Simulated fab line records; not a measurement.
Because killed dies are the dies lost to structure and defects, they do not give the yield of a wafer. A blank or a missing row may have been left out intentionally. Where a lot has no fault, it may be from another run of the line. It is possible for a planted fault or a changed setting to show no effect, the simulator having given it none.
Matching of chambers | flow nand-harc | pecvd-02 running NHARC_P_M2_PRE_CLEAN_32: 3 sister chambers
The step time 12 s. 3 wafers are shown with their chamber, then 12 later ones without.

== WAFERS PAIRED WITH THEIR CHAMBERS ==
wafer  | chamber | heater-power-w (W)
L092.3 | 0       | 703
L091.2 | 2       | 648
L091.5 | 1       | 636

== WAFERS WITH NO CHAMBER GIVEN ==
wafer  | heater-power-w (W)
L093.2 | 681
L093.4 | 668
L093.5 | 575
L094.2 | 629
L094.3 | 635
L094.5 | 644
L095.1 | 689
L095.3 | 608
L095.5 | 632
L096.3 | 617
L096.5 | 671
L096.6 | 580

== WHICH CHAMBER EACH WENT THROUGH ==
wafer  | from the rows above          | in truth
L093.2 | can't be placed: 0 or 2 or 1 | 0
L093.4 | can't be placed: 2 or 1 or 0 | 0
L093.5 | can't be placed: 1 or 2      | 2
L094.2 | can't be placed: 1 or 2      | 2
L094.3 | can't be placed: 1 or 2      | 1
L094.5 | can't be placed: 2 or 1 or 0 | 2
L095.1 | can't be placed: 0 or 2 or 1 | 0
L095.3 | can't be placed: 1 or 2      | 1
L095.5 | can't be placed: 1 or 2      | 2
L096.3 | can't be placed: 1 or 2      | 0
L096.5 | can't be placed: 2 or 0 or 1 | 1
L096.6 | can't be placed: 1 or 2      | 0
Correctly placed: 0 of 12. Unplaceable from these rows: 12, with the true chamber sitting among the candidates in 10. 0 placed wrongly.
How it was worked out, from the rows above alone: a wafer's distance from a chamber is the root of the sum, over the readings, of the square of ((its reading less the chamber's mean) divided by the reading's scatter). The wafer belongs to the nearest chamber; if the next one is less than 2 further off, it can't be placed. The mean given for a chamber averages the wafers shown for that chamber. The scatter: root of mean squared gap, hidden wafer to nearest shown wafer, with one shown wafer a chamber.
